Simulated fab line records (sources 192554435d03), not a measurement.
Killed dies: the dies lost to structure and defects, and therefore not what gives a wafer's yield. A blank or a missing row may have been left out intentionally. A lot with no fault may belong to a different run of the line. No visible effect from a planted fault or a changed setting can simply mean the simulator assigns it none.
fab line records | flow n5_finfet
record lots=5 | wafers=14 | last_day=17
route steps=1938 shown BEOL_M6@1224 PASSIVATION@1936
lots that met no fault: from a run of the same line without faults
start_h: hours from the record's first day to the start of the lot's first wafer shown | wait_h: hours since the lot's step before | " identical to the entry in the row above | L1.1+2: one row covering several wafers at once | - no value, or no start was given | * or withheld: withheld | < > ~ a bound
route shown NAME@n: names a module that has steps shown in the file, with the first one's number in the route | usual: mean/standard deviation of fault-free wafers | same: alike in all rows | chamber/n: place in a boat | sites: each site's reading | _std_site: their standard deviation | _edge_site: inner sites' mean taken away from outer sites' mean | radius_mm: how far each site lies from the wafer's centre | mask NAME#n: copy n | behind: tool/chamber where the wafer was last shaped | hold: what put the lot on hold/how long, in hours/how the hold closed | device: the transistor (n, p or np) that didn't switch | end of line: the route-end tests of the same wafers | step lacking rows: just its recipe | killed: the dies lost at the first sort to structure and to defects; this is not the yield of the wafer | map: per-die view of a wafer (x killed, . not killed, _ where there is no die)
set.NAME: the run value of the setting; set.NAME@STEP: its run value at that earlier step | model.NAME: the simulator's own value behind a step, which no gauge read
lots at selected steps of the route; one table per step, one row per wafer
services: the hour from which a tool's chamber was out of use, counted from the record's first day as start_h (under 0 if before that day), plus the number of hours and why
## steps
# step N5_BEOL_M6_EXPOSE_25
# recipe mask_id=V5 | na=0.33 | source_shape=annular | sigma_inner=0.4 | sigma_outer=0.8 | polarization=unpolarized | target_cd_nm=40 | dose_mj=45
# step N5_BEOL_M6_PEB_26
# recipe peb_temp_c=100 | peb_time_s=60 | resist=CAR-EUV
# step N5_BEOL_M6_DEVELOP_27
# recipe develop_time_s=30 | developer=TMAH | resist=CAR-EUV | rinse_liquid=surfactant_rinse | dry=air_spin | dev_temp_c=23
# step N5_BEOL_M6_CD_MEAS_28
# recipe target_cd_nm=40 | landing_energy_ev=500 | detector=se_inlens
# usual cd_nm=39.89/0.24
lot.wafer | tool      | chamber | start_h | wait_h | cd_nm
L212.1    | cd_sem-01 | 0       | 201.51  | -      | 39.71
L212.4    | "         | 0       | "       | "      | 39.63
L212.5    | "         | 0       | "       | "      | 39.94
L219.1    | cd_sem-03 | 0       | 244.97  | -      | 40.17
L219.3    | "         | 0       | "       | "      | 39.98
L229.1    | cd_sem-03 | 0       | 300.53  | -      | 39.88
L229.3    | "         | 0       | "       | "      | 39.79
L229.4    | "         | 0       | "       | "      | 40.11
L230.1    | cd_sem-02 | 0       | 312.49  | -      | 39.86
L230.2    | "         | 0       | "       | "      | 40.03
L230.3    | "         | 0       | "       | "      | 39.99
L231.1    | cd_sem-02 | 0       | 325.76  | -      | 39.48
L231.3    | "         | 0       | "       | "      | 39.46
L231.5    | "         | 0       | "       | "      | 40.11
# step N5_BEOL_M6_OVL_MEAS_29
# recipe points_per_wafer=522
# usual V5_OVL=0.3/0.77
lot.wafer | tool       | chamber | start_h | wait_h | V5_OVL[nm]
L212.1    | overlay-02 | 0       | 201.54  | 0.0    | 0.7
L212.4    | "          | 0       | "       | "      | 0.2
L212.5    | "          | 0       | "       | "      | -0.3
L219.1    | overlay-01 | 0       | 245.00  | 0.0    | -0.8
L219.3    | "          | 0       | "       | "      | -0.6
L229.1    | overlay-02 | 0       | 300.56  | 0.0    | 0.5
L229.3    | "          | 0       | "       | "      | 0.0
L229.4    | "          | 0       | "       | "      | -0.1
L230.1    | overlay-02 | 0       | 312.52  | 0.0    | 0.6
L230.2    | "          | 0       | "       | "      | 1.1
L230.3    | "          | 0       | "       | "      | 0.1
L231.1    | overlay-02 | 0       | 325.80  | 0.0    | 0.0
L231.3    | "          | 0       | "       | "      | 1.4
L231.5    | "          | 0       | "       | "      | 0.7
# step N5_BEOL_M6_INSPECT_30
# recipe mode=adi | inspect_instrument=brightfield
# usual raw_defect_count=399/93
lot.wafer | tool              | chamber | start_h | wait_h | raw_defect_count
L212.1    | defect_inspect-02 | -       | 201.60  | 0.1    | 304
L212.4    | "                 | -       | "       | "      | 401
L212.5    | "                 | -       | "       | "      | 336
L219.1    | defect_inspect-01 | -       | 245.06  | 0.1    | 448
L219.3    | "                 | -       | "       | "      | 306
L229.1    | defect_inspect-01 | -       | 300.62  | 0.1    | 333
L229.3    | "                 | -       | "       | "      | 317
L229.4    | "                 | -       | "       | "      | 283
L230.1    | defect_inspect-01 | -       | 312.57  | 0.1    | 391
L230.2    | "                 | -       | "       | "      | 427
L230.3    | "                 | -       | "       | "      | 541
L231.1    | defect_inspect-01 | -       | 325.85  | 0.1    | 392
L231.3    | "                 | -       | "       | "      | 474
L231.5    | "                 | -       | "       | "      | 793
# step N5_BEOL_M6_DESCUM_33
# recipe chemistry=O2 | time_s=7 | source_power_w=50 | bias_power_w=20 | pressure_mtorr=20 | rf_frequency_hz=2.712e+07 | temp_c=40 | resist=CAR-EUV | o2_flow_sccm=225
# usual chamber_pressure_mTorr=20.000/0.019 | drypump_motor_current_A=5.7/0.5 | oes_product_au=0.80/0.076 | rf_vpp_V=242.9/1.1 | showerhead_plenum_p_Torr=2.07/0.045 | temp_c=40.00/0.11 | throttle_valve_pct=20.50/0.25
lot.wafer | tool        | chamber | start_h | wait_h | chamber_pressure_mTorr | drypump_motor_current_A | oes_product_au | rf_hours_counter_h | rf_vpp_V | showerhead_plenum_p_Torr | temp_c | throttle_valve_pct
L212.1    | rie_diel-05 | 1       | 201.64  | 0.0    | 20.003                 | 5.8                     | 0.86           | 60                 | 242.5    | 2.06                     | 39.77  | 20.58
L212.4    | "           | 0       | "       | "      | 20.013                 | 5.1                     | 0.86           | 70                 | 241.3    | 2.03                     | 39.85  | 20.33
L212.5    | "           | 2       | "       | "      | 20.016                 | 6.7                     | 0.72           | -                  | 242.7    | 2.06                     | 39.90  | 20.84
L219.1    | rie_diel-01 | 0       | 245.56  | 0.5    | 19.983                 | 6.3                     | 0.75           | 161                | 243.1    | 2.11                     | 40.20  | 20.54
L219.3    | "           | 3       | "       | "      | 19.987                 | 6.0                     | 0.78           | 119                | 241.1    | 2.08                     | 39.97  | 20.45
L229.1    | rie_diel-05 | 0       | 300.72  | 0.1    | 19.993                 | 5.1                     | 0.82           | 106                | 242.3    | 2.02                     | 39.87  | 20.39
L229.3    | "           | 1       | "       | "      | 19.969                 | 5.8                     | 0.82           | 93                 | 241.5    | 2.05                     | 39.94  | 20.63
L229.4    | "           | 3       | "       | "      | 20.028                 | 5.0                     | 0.88           | -                  | 242.3    | 2.03                     | 39.94  | 20.28
L230.1    | rie_diel-01 | 0       | 312.61  | 0.0    | 20.003                 | 6.3                     | 0.73           | 189                | 242.6    | 2.10                     | 40.04  | 20.58
L230.2    | "           | 1       | "       | "      | 20.002                 | 5.7                     | 0.97           | 9                  | 243.4    | 2.07                     | 40.15  | 20.79
L230.3    | "           | 3       | "       | "      | 20.011                 | 6.0                     | 0.75           | 146                | 243.2    | 2.07                     | 39.87  | 20.48
L231.1    | rie_diel-04 | 2       | 326.37  | 0.5    | 19.971                 | 5.3                     | 0.84           | 63                 | 241.9    | 2.05                     | 40.00  | 20.29
L231.3    | "           | 0       | "       | "      | 20.022                 | 5.9                     | 0.74           | 178                | 240.5    | 1.99                     | 39.92  | 20.33
L231.5    | "           | 2       | "       | "      | 20.035                 | 5.3                     | 0.85           | -                  | 243.0    | 2.05                     | 40.08  | 20.30
# step N5_BEOL_M6_ETCH_72
# recipe chemistry=N2/H2 | target=underlayer | target_depth_a=65 | mask_material=CAR-EUV | time_s=5.2 | ion_energy_ev=200 | pressure_mtorr=30 | source_w=840 | bias_w=150 | n2_flow_sccm=200 | h2_flow_sccm=200 | ends=cleared
# usual bias_w=150.0/0.43 | chamber_pressure_mTorr=30.00/0.039 | drypump_motor_current_A=5.7/0.5 | etch_rf_on_time_s=5.22/0.14 | oes_product_au=0.68/0.063 | rf_vpp_V=523.2/2.2 | showerhead_plenum_p_Torr=2.53/0.064 | throttle_valve_pct=18.0/0.31
lot.wafer | tool        | chamber | start_h | wait_h | bias_w | chamber_pressure_mTorr | drypump_motor_current_A | etch_rf_on_time_s | oes_product_au | rf_hours_counter_h | rf_vpp_V | showerhead_plenum_p_Torr | throttle_valve_pct
L212.1    | rie_diel-05 | 1       | 201.67  | 0.0    | 149.5  | 30.05                  | 5.8                     | 5.09              | 0.72           | 60                 | 523.0    | 2.44                     | 17.6
L212.4    | "           | 0       | "       | "      | 149.4  | 30.03                  | 5.1                     | 5.05              | 0.72           | 70                 | 519.2    | 2.47                     | 17.8
L212.5    | "           | 2       | "       | "      | 149.4  | 30.03                  | 6.7                     | 5.60              | 0.60           | -                  | 523.7    | 2.54                     | 18.6
L219.1    | rie_diel-01 | 0       | 245.59  | 0.0    | 150.3  | 29.96                  | 6.3                     | 5.19              | 0.65           | 161                | 524.5    | 2.57                     | 18.0
L219.3    | "           | 3       | "       | "      | 151.0  | 30.07                  | 6.0                     | 5.16              | 0.67           | 119                | 525.3    | 2.55                     | 18.0
L229.1    | rie_diel-05 | 0       | 300.75  | 0.0    | 150.2  | 29.99                  | 5.1                     | 5.09              | 0.69           | 106                | 520.7    | 2.45                     | 17.8
L229.3    | "           | 1       | "       | "      | 150.1  | 30.01                  | 5.8                     | 5.18              | 0.69           | 93                 | 521.7    | 2.43                     | 17.7
L229.4    | "           | 3       | "       | "      | 149.8  | 30.02                  | 5.0                     | 5.26              | 0.72           | -                  | 522.3    | 2.47                     | 17.8
L230.1    | rie_diel-01 | 0       | 312.64  | 0.0    | 149.7  | 30.02                  | 6.3                     | 5.22              | 0.63           | 189                | 522.9    | 2.56                     | 18.1
L230.2    | "           | 1       | "       | "      | 150.0  | 29.97                  | 5.7                     | 4.86              | 0.83           | 9                  | 522.8    | 2.51                     | 18.2
L230.3    | "           | 3       | "       | "      | 150.7  | 29.98                  | 6.0                     | 5.24              | 0.65           | 146                | 525.5    | 2.54                     | 18.0
L231.1    | rie_diel-04 | 2       | 326.41  | 0.0    | 149.7  | 30.02                  | 5.4                     | 5.16              | 0.72           | 63                 | 521.7    | 2.50                     | 17.8
L231.3    | "           | 0       | "       | "      | 150.2  | 30.01                  | 6.0                     | 5.45              | 0.61           | 178                | 521.7    | 2.45                     | 18.1
L231.5    | "           | 2       | "       | "      | 150.1  | 29.97                  | 5.4                     | 5.13              | 0.72           | -                  | 524.4    | 2.50                     | 17.8
# step N5_BEOL_M6_ETCH_65
# recipe chemistry=CF4 | target=SiARC | target_depth_a=156 | mask_material=CAR-EUV | time_s=26 | ion_energy_ev=80 | pressure_mtorr=40 | source_w=545 | bias_w=36 | Ar_flow_sccm=100 | cf4_flow_sccm=100 | ends=cleared
# usual bias_w=36.02/0.11 | chamber_pressure_mTorr=40.00/0.039 | drypump_motor_current_A=5.7/0.5 | etch_rf_on_time_s=26.2/0.65 | oes_product_au=0.68/0.062 | rf_vpp_V=183.9/1.1 | showerhead_plenum_p_Torr=2.13/0.051 | throttle_valve_pct=15.70/0.22
lot.wafer | tool        | chamber | start_h | wait_h | bias_w | chamber_pressure_mTorr | drypump_motor_current_A | etch_rf_on_time_s | oes_product_au | rf_hours_counter_h | rf_vpp_V | showerhead_plenum_p_Torr | throttle_valve_pct
L212.1    | rie_diel-05 | 1       | 201.69  | 0.0    | 36.06  | 40.01                  | 5.8                     | 25.8              | 0.73           | 60                 | 182.4    | 2.08                     | 15.54
L212.4    | "           | 0       | "       | "      | 36.07  | 39.97                  | 5.1                     | 25.2              | 0.73           | 70                 | 182.5    | 2.10                     | 15.50
L212.5    | "           | 2       | "       | "      | 36.13  | 39.99                  | 6.7                     | 27.6              | 0.60           | -                  | 184.5    | 2.11                     | 16.04
L219.1    | rie_diel-01 | 0       | 245.61  | 0.0    | 35.92  | 40.06                  | 6.3                     | 25.6              | 0.66           | 161                | 183.5    | 2.17                     | 15.82
L219.3    | "           | 3       | "       | "      | 36.11  | 40.05                  | 6.0                     | 26.1              | 0.67           | 119                | 183.7    | 2.17                     | 15.84
L229.1    | rie_diel-05 | 0       | 300.77  | 0.0    | 36.13  | 40.03                  | 5.1                     | 25.1              | 0.70           | 106                | 182.4    | 2.09                     | 15.57
L229.3    | "           | 1       | "       | "      | 35.95  | 39.97                  | 5.8                     | 26.3              | 0.68           | 93                 | 182.2    | 2.07                     | 15.59
L229.4    | "           | 3       | "       | "      | 35.87  | 40.01                  | 5.0                     | 26.5              | 0.72           | -                  | 183.1    | 2.11                     | 15.63
L230.1    | rie_diel-01 | 0       | 312.66  | 0.0    | 36.08  | 40.08                  | 6.3                     | 26.2              | 0.64           | 189                | 185.4    | 2.16                     | 15.86
L230.2    | "           | 1       | "       | "      | 36.02  | 40.03                  | 5.7                     | 25.3              | 0.81           | 9                  | 183.2    | 2.08                     | 15.68
L230.3    | "           | 3       | "       | "      | 35.96  | 39.95                  | 6.0                     | 26.5              | 0.65           | 146                | 184.7    | 2.16                     | 15.87
L231.1    | rie_diel-04 | 2       | 326.43  | 0.0    | 36.19  | 40.03                  | 5.4                     | 25.8              | 0.73           | 63                 | 183.6    | 2.08                     | 15.37
L231.3    | "           | 0       | "       | "      | 35.96  | 40.01                  | 5.9                     | 26.7              | 0.62           | 178                | 181.8    | 2.04                     | 15.62
L231.5    | "           | 2       | "       | "      | 35.99  | 40.03                  | 5.4                     | 26.2              | 0.72           | -                  | 184.5    | 2.08                     | 15.39
# step N5_BEOL_M6_ETCH_66
# recipe chemistry=N2/H2 | target=SOC | target_depth_a=800 | overetch_a=160 | mask_material=SiARC | temp_c=40 | time_s=120 | ion_energy_ev=200 | pressure_mtorr=30 | source_w=840 | bias_w=150 | n2_flow_sccm=200 | h2_flow_sccm=200
# usual bias_w=150.0/0.43 | chamber_pressure_mTorr=29.999/0.026 | drypump_motor_current_A=5.7/0.5 | oes_product_au=0.61/0.051 | rf_vpp_V=523.3/1.8 | run_length_s=143.2/0.42 | showerhead_plenum_p_Torr=2.53/0.064 | temp_c=39.99/0.11 | throttle_valve_pct=17.9/0.32
lot.wafer | tool        | chamber | start_h | wait_h | bias_w | chamber_pressure_mTorr | drypump_motor_current_A | oes_product_au | rf_hours_counter_h | rf_vpp_V | run_length_s | showerhead_plenum_p_Torr | temp_c | throttle_valve_pct
L212.1    | rie_diel-05 | 1       | 201.72  | 0.0    | 149.7  | 30.006                 | 5.8                     | 0.64           | 60                 | 521.9    | 142.8        | 2.44                     | 40.01  | 17.6
L212.4    | "           | 0       | "       | "      | 150.4  | 30.025                 | 5.1                     | 0.63           | 70                 | 520.9    | 143.2        | 2.47                     | 39.84  | 17.7
L212.5    | "           | 2       | "       | "      | 149.2  | 29.939                 | 6.7                     | 0.55           | -                  | 524.4    | 143.3        | 2.54                     | 39.85  | 18.6
L219.1    | rie_diel-01 | 0       | 245.64  | 0.0    | 149.8  | 30.027                 | 6.3                     | 0.59           | 161                | 525.0    | 143.2        | 2.57                     | 40.03  | 18.0
L219.3    | "           | 3       | "       | "      | 150.9  | 29.983                 | 6.0                     | 0.60           | 119                | 524.7    | 143.7        | 2.55                     | 39.94  | 17.9
L229.1    | rie_diel-05 | 0       | 300.80  | 0.0    | 150.5  | 30.024                 | 5.1                     | 0.61           | 106                | 522.3    | 143.4        | 2.45                     | 40.10  | 17.8
L229.3    | "           | 1       | "       | "      | 150.2  | 30.014                 | 5.8                     | 0.61           | 93                 | 523.1    | 142.8        | 2.43                     | 39.82  | 17.6
L229.4    | "           | 3       | "       | "      | 149.2  | 30.017                 | 5.0                     | 0.66           | -                  | 521.1    | 142.5        | 2.47                     | 39.76  | 17.7
L230.1    | rie_diel-01 | 0       | 312.69  | 0.0    | 149.3  | 29.998                 | 6.3                     | 0.57           | 189                | 521.5    | 143.0        | 2.56                     | 39.83  | 18.1
L230.2    | "           | 1       | "       | "      | 149.6  | 30.016                 | 5.8                     | 0.72           | 9                  | 523.3    | 143.5        | 2.51                     | 40.03  | 18.2
L230.3    | "           | 3       | "       | "      | 150.1  | 29.970                 | 6.0                     | 0.58           | 146                | 522.9    | 142.9        | 2.54                     | 39.88  | 18.0
L231.1    | rie_diel-04 | 2       | 326.45  | 0.0    | 149.4  | 29.970                 | 5.4                     | 0.65           | 63                 | 522.6    | 143.5        | 2.50                     | 40.02  | 17.8
L231.3    | "           | 0       | "       | "      | 150.2  | 29.998                 | 5.9                     | 0.56           | 178                | 519.3    | 143.6        | 2.45                     | 39.93  | 18.1
L231.5    | "           | 2       | "       | "      | 150.5  | 29.982                 | 5.3                     | 0.65           | -                  | 520.4    | 143.7        | 2.50                     | 40.08  | 17.8
# step N5_BEOL_M6_STRIP_69
# recipe chemistry=N2/H2 | temp_c=40 | n2_flow_sccm=200 | h2_flow_sccm=200 | rf_frequency_hz=6e+07
# step N5_BEOL_M6_STRIP_73
# recipe chemistry=N2/H2 | temp_c=40 | n2_flow_sccm=200 | h2_flow_sccm=200 | rf_frequency_hz=6e+07
# step N5_BEOL_M6_VIA_ETCH_34
# recipe chemistry=C4F6/O2 | target=SiCOH_lowk | target_depth_a=1263 | mask_material=SOC | taper_deg=4 | time_s=50.9 | ion_energy_ev=250 | pressure_mtorr=30 | source_w=345 | bias_w=185 | Ar_flow_sccm=300 | C4F6_flow_sccm=10 | O2_flow_sccm=10
# usual bias_w=185.0/0.56 | chamber_pressure_mTorr=30.000/0.027 | drypump_motor_current_A=5.7/0.5 | oes_product_au=0.80/0.076 | rf_vpp_V=663/23 | run_length_s=74.2/0.41 | showerhead_plenum_p_Torr=2.84/0.077 | throttle_valve_pct=21.07/0.23
lot.wafer | tool        | chamber | start_h | wait_h | bias_w | chamber_pressure_mTorr | drypump_motor_current_A | oes_product_au | rf_hours_counter_h | rf_vpp_V | run_length_s | showerhead_plenum_p_Torr | throttle_valve_pct | model.etch.depth_nm | model.SOC_of_BEOL_M6_COAT_63.thk_nm
L212.1    | rie_diel-05 | 1       | 201.82  | 0.0    | 184.5  | 29.963                 | 5.8                     | 0.86           | 60                 | 685      | 73.6         | 2.77                     | 20.85              | 129.7               | 53.6
L212.4    | "           | 0       | "       | "      | 184.7  | 30.007                 | 5.1                     | 0.85           | 70                 | 668      | 74.2         | 2.81                     | 21.00              | 129.4               | 54
L212.5    | "           | 2       | "       | "      | 184.5  | 30.031                 | 6.7                     | 0.70           | -                  | 651      | 73.6         | 2.80                     | 21.26              | 120.9               | 54.2
L219.1    | rie_diel-01 | 0       | 245.74  | 0.0    | 184.3  | 30.059                 | 6.3                     | 0.76           | 161                | 684      | 74.3         | 2.88                     | 21.09              | 126.8               | 53.6
L219.3    | "           | 3       | "       | "      | -      | 30.019                 | 6.0                     | 0.79           | 119                | 683      | 67.4         | 2.90                     | 21.26              | 110.7               | 54.6
L229.1    | rie_diel-05 | 0       | 300.90  | 0.0    | 185.3  | 29.976                 | 5.1                     | 0.82           | 106                | 667      | 74.3         | 2.79                     | 21.05              | 129.8               | 54
L229.3    | "           | 1       | "       | "      | 184.9  | 29.988                 | 5.8                     | 0.82           | 93                 | 686      | 73.9         | 2.76                     | 20.92              | 128.4               | 53.8
L229.4    | "           | 3       | "       | "      | 183.9  | 30.050                 | 5.0                     | 0.86           | -                  | 662      | 73.5         | 2.80                     | 20.99              | 126.9               | 53.6
L230.1    | rie_diel-01 | 0       | 312.79  | 0.0    | 184.7  | 29.989                 | 6.3                     | 0.74           | 189                | 683      | 73.8         | 2.87                     | 21.15              | 125.3               | 53.8
L230.2    | "           | 1       | "       | "      | 185.2  | 30.023                 | 5.8                     | 0.97           | 9                  | 697      | 74.5         | 2.79                     | 21.17              | 132.8               | 53.6
L230.3    | "           | 3       | "       | "      | 184.7  | 30.020                 | 6.0                     | 0.76           | 146                | 683      | 74.4         | 2.89                     | 21.32              | 126.7               | 54
L231.1    | rie_diel-04 | 2       | 326.55  | 0.0    | 183.7  | 29.991                 | 5.4                     | 0.86           | 64                 | 678      | 74.5         | 2.78                     | 20.72              | 127.8               | 53.6
L231.3    | "           | 0       | "       | "      | 185.9  | 29.966                 | 5.9                     | 0.72           | 178                | 642      | 74.7         | 2.70                     | 20.75              | 122.8               | 53.8
L231.5    | "           | 2       | "       | "      | 184.2  | 29.962                 | 5.4                     | 0.85           | -                  | 679      | 74.5         | 2.78                     | 20.73              | 126.5               | 53.6
# step N5_BEOL_M6_STRIP_76
# recipe chemistry=C4F6/O2 | resist=SiARC | rf_frequency_hz=6e+07
# step N5_PASSIVATION_PROBE_49
# usual defect_limited_yield=91.2/1.4 | killed_at_M0_to_M3=32/9.3 | killed_at_M4_up=14/4.9 | killed_at_contacts=15/7.5 | killed_at_front_end=40/11 | killed_at_other=4/3.3 | killed_dies=104/17 | killed_open=68/14 | killed_short=33/7.9 | sort_bin_5_function=5.2/0.99 | sort_bin_6_memory=3.2/0.65 | sort_n_pass=1076/17 | sort_yield_pct=91.1/1.5
# same gross_dies=1180 | killed_at_back_side=0 | sort_bin_4_leakage[%]=0 | sort_bin_8_speed[%]=0
lot.wafer | tool      | chamber | start_h | wait_h | defect_limited_yield[%] | killed_at_M0_to_M3 | killed_at_M4_up | killed_at_contacts | killed_at_front_end | killed_at_other | killed_dies | killed_open | killed_short | sort_bin_5_function[%] | sort_bin_6_memory[%] | sort_n_pass | sort_yield_pct[%]
L219.3    | prober-02 | -       | 324.96  | 0.1    | 90.0                    | 35                 | 22              | 11                 | 48                  | 2               | 118         | 75          | 41           | 5.3                    | 4.6                  | 1062        | 90.0
L229.1    | prober-02 | -       | 384.63  | 0.0    | 92.8                    | 34                 | 5               | 12                 | 30                  | 4               | 85          | 61          | 24           | 3.8                    | 3.2                  | 1095        | 92.8
L229.3    | prober-02 | -       | 384.73  | 0.1    | 93.2                    | 24                 | 13              | 7                  | 30                  | 6               | 80          | 53          | 22           | 4.2                    | 2.3                  | 1100        | 93.2
L229.4    | prober-02 | -       | 384.78  | 0.2    | 92.3                    | 19                 | 23              | 14                 | 27                  | 8               | 91          | 59          | 23           | 5.5                    | 1.9                  | 1089        | 92.3
# killed by level:class
L219.3 FIN_SAQP:geometric_particle:short=12 BEOL_M4:geometric_particle:open=12 FIN_SAQP:geometric_particle:open=11 BEOL_M3:geometric_particle:open=9 BEOL_M0_SAQP:geometric_particle:short=9 MOL_CONTACT_COAG:geometric_particle:open=9 BEOL_M2:geometric_particle:open=5 STI_FIN_REVEAL:geometric_particle:open=5
L229.1 BEOL_M0_SAQP:geometric_particle:open=11 MOL_CONTACT_COAG:geometric_particle:open=9 FIN_SAQP:geometric_particle:open=8 BEOL_M0_SAQP:geometric_particle:short=7 BEOL_M2:geometric_particle:open=5 STARTING-WAFER:geometric_particle:open=5 STI_FIN_REVEAL:geometric_particle:open=4 BEOL_M0:geometric_particle:open=4
L229.3 FIN_SAQP:geometric_particle:open=9 BEOL_M3:geometric_particle:open=7 BEOL_M4:geometric_particle:open=6 DUMMY_GATE:geometric_particle:open=5 MOL_CONTACT_COAG:geometric_particle:short=4 BEOL_M0_SAQP:geometric_particle:short=4 BEOL_M1:geometric_particle:open=4 PASSIVATION:area_etch=4
L229.4 MOL_CONTACT_COAG:geometric_particle:open=13 BEOL_M4:geometric_particle:open=12 BEOL_M3:geometric_particle:open=7 PASSIVATION:area_etch=7 STI_FIN_REVEAL:geometric_particle:open=6 STARTING-WAFER:geometric_particle:short=5 BEOL_M8:geometric_particle:open=4 BEOL_M1:geometric_particle:open=4
## services
tool        | chamber | start_h | hours | kind
rie_diel-05 | 0       | 185.05  | 3.2   | repair
rie_diel-04 | -       | 190.71  | 1.6   | repair
rie_diel-05 | 1       | 230.89  | 5.4   | repair
rie_diel-04 | 2       | 242.38  | 12.5  | repair
rie_diel-01 | 1       | 260.23  | -     | clean
rie_diel-01 | 1       | 260.23  | -     | consumable_replace:esc
rie_diel-01 | 1       | 260.23  | -     | consumable_replace:focus_ring
rie_diel-01 | 1       | 260.23  | 28.3  | scheduled_down
rie_diel-01 | 1       | 260.23  | 28.3  | vent_cycle
rie_diel-05 | 2       | 298.44  | 8.7   | repair
rie_diel-01 | 2       | 319.59  | 4.7   | repair
## key
first_sign step=N5_BEOL_M6_VIA_ETCH_34 | reading=run_length_s | direction=down | sigmas=17 | usual=* | struck=*
effect none on later readings
model_effect step=N5_BEOL_M6_VIA_ETCH_34 | value=etch.depth_nm | without=126.7 | struck=110.7
met_at N5_BEOL_M6_VIA_ETCH_34
struck_wafers L219.3
fault kind=process_parameter_drift | tool=rie_diel-01 | chamber=- | onset_h=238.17 | steps=N5_BEOL_M6_VIA_ETCH_34 | channel=time_s | offset=* | shape=step | end_h=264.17 | scope=struck_wafers_only | acts_in=* | stated=*
